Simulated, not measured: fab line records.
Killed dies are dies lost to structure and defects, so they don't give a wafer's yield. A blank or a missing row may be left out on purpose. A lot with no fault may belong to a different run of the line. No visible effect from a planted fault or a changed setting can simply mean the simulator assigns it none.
Matching of chambers | flow nand_harc | NHARC_A_CHANNEL_HOLE_D1_DEP_01 on pecvd-04 has 3 sister chambers
The step deposits SiON, target thk 140 nm. 3 wafers are shown with their chamber, then 7 later ones without.

## WAFERS PAIRED WITH THEIR CHAMBERS
wafer  | chamber | heater_power_w (W)
L080.5 | 1       | 589
L088.4 | 0       | 741
L088.5 | 2       | 717

## WAFERS WHOSE CHAMBER IS MISSING
wafer  | heater_power_w (W)
L088.6 | 608
L092.3 | 486
L092.5 | 666
L092.6 | 735
L096.2 | 575
L096.3 | 716
L096.5 | 708

## WHICH CHAMBER EACH WENT THROUGH
wafer  | from the rows above          | in truth
L088.6 | 1                            | 1
L092.3 | 1                            | 1
L092.5 | can't be placed: 2 or 0 or 1 | 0
L092.6 | can't be placed: 0 or 2      | 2
L096.2 | 1                            | 1
L096.3 | can't be placed: 2 or 0      | 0
L096.5 | can't be placed: 2 or 0      | 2
Correctly placed: 3 of 7. Can't be placed from these rows: 4 (the true chamber is among the candidates in 4). Placed wrongly: 0.
How it was worked out, from the rows above alone: a wafer's distance from a chamber is the root of the sum, over the readings, of the square of ((its reading less the chamber's mean) divided by the reading's scatter). If the next closest chamber is less than 2 further off than the closest, the wafer can't be placed; otherwise it belongs to the closest. Each chamber's mean is taken over the wafers shown for it. The scatter (one wafer shown for each chamber): square how far every hidden wafer sits from the nearest shown wafer, average those squares and take the square root.
